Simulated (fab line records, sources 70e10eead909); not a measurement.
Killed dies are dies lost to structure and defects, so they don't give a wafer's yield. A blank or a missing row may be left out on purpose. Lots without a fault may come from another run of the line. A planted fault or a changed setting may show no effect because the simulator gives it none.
One fault seen from 3 desks | flow nand_harc | each desk has only its own numbers; what lay behind them comes last

THE DEFECT DESK
What the inspections along the route counted, lot by lot: means of the sampled wafers that have a number. A lot is out of limits, marked OUT, if its mean lies more than 4 standard deviations from the usual mean; the brackets give that distance.
Columns: A = raw_defect_count at NHARC_P_M2_INSPECT_27, usual 253
lot  | first seen here | A
L888 | day 6 13:25     | 212
L889 | day 6 23:07     | 316
L892 | day 7 23:49     | 422
L893 | day 8 16:29     | 206
L894 | day 8 17:40     | 262
L896 | day 9 21:13     | 213
L898 | day 10 23:49    | 257
L900 | day 11 15:07    | 292
L905 | day 13 11:06    | 285
L909 | day 15 01:07    | 235
L910 | day 15 12:17    | 328
L911 | day 15 23:47    | 260
This desk's finding: nothing out of limits on any of the 12 lots.

THE TOOL OWNER'S DESK: rie_diel-03
The tool's own readings at NHARC_P_BONDPAD_ETCH_24 (etches the open film in CF4/N2, target depth 30 nm, time 72.99 s): means of the sampled wafers that have a number, for each lot that ran on this tool. A lot is out of limits, marked OUT, if its mean lies more than 4 standard deviations from the usual mean; the brackets give that distance.
Columns: A = drypump_motor_current_A at NHARC_P_BONDPAD_ETCH_24, usual 5.6 A; B = oes_product_au at NHARC_P_BONDPAD_ETCH_24, usual 1.001 a.u.; C = rf_vpp_V at NHARC_P_BONDPAD_ETCH_24, usual 314.3 V; D = run_length_s at NHARC_P_BONDPAD_ETCH_24, usual 94.6 s; E = showerhead_plenum_p_Torr at NHARC_P_BONDPAD_ETCH_24, usual 2.64 Torr; F = throttle_valve_pct at NHARC_P_BONDPAD_ETCH_24, usual 19.795 %
lot  | first seen here | A   | B     | C     | D              | E    | F
L892 | day 8 02:20     | 4.9 | 0.999 | 317.1 | 94.4           | 2.79 | 19.791
L896 | day 9 23:44     | 4.9 | 1.000 | 316.4 | 94.1           | 2.79 | 19.793
L905 | day 13 13:55    | 5.4 | 0.993 | 315.8 | 94.5           | 2.73 | 19.788
L909 | day 15 03:49    | 4.9 | 1.003 | 316.8 | 61.4 (-77) OUT | 2.79 | 19.789
L910 | day 15 15:01    | 5.3 | 1.000 | 315.1 | 61.8 (-76) OUT | 2.72 | 19.804
This desk's finding: out of limits on L909, L910; first on L909, day 15 03:49 (run_length_s at NHARC_P_BONDPAD_ETCH_24). In limits: L892, L896, L905.

THE METROLOGY DESK
What the gauges read, lot by lot, whatever tool the lot ran on: means of the sampled wafers that have a number. A lot is out of limits, marked OUT, if its mean lies more than 4 standard deviations from the usual mean; the brackets give that distance.
Columns: A = cd_nm at NHARC_P_BONDPAD_CD_MEAS_09, usual 499.7 nm
lot  | first seen here | A
L888 | day 6 15:16     | 497.5
L889 | day 7 00:46     | 497.5
L892 | day 8 01:35     | 499.5
L893 | day 8 18:08     | 502.6
L894 | day 8 19:18     | 499.5
L896 | day 9 22:58     | 500.3
L898 | day 11 01:29    | 498.3
L900 | day 11 16:52    | 498.4
L905 | day 13 13:10    | 498.8
L909 | day 15 03:04    | 495.8
L910 | day 15 14:16    | 497.7
L911 | day 16 01:37    | 501.0
This desk's finding: nothing out of limits on any of the 12 lots.

PUT TOGETHER
The tool owner's desk could have raised an alarm at day 15 03:49, on L909, L910.
The defect desk saw nothing out of limits.
The metrology desk saw nothing out of limits.
The defect desk has L909, L910 on record, within its limits.
The metrology desk has L909, L910 on record, within its limits.
Of the lots named, all ran NHARC_P_BONDPAD_ETCH_24 on rie_diel-03.

WHAT THE SIMULATOR HAD PUT IN
Process parameter drift: rie_diel-03, from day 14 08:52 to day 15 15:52, at NHARC_P_BONDPAD_ETCH_24. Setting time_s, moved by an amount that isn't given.
Lots struck among those shown: L909, L910.
Hours from the fault's start to each desk's first reading out of limits: the tool owner's desk, 19.
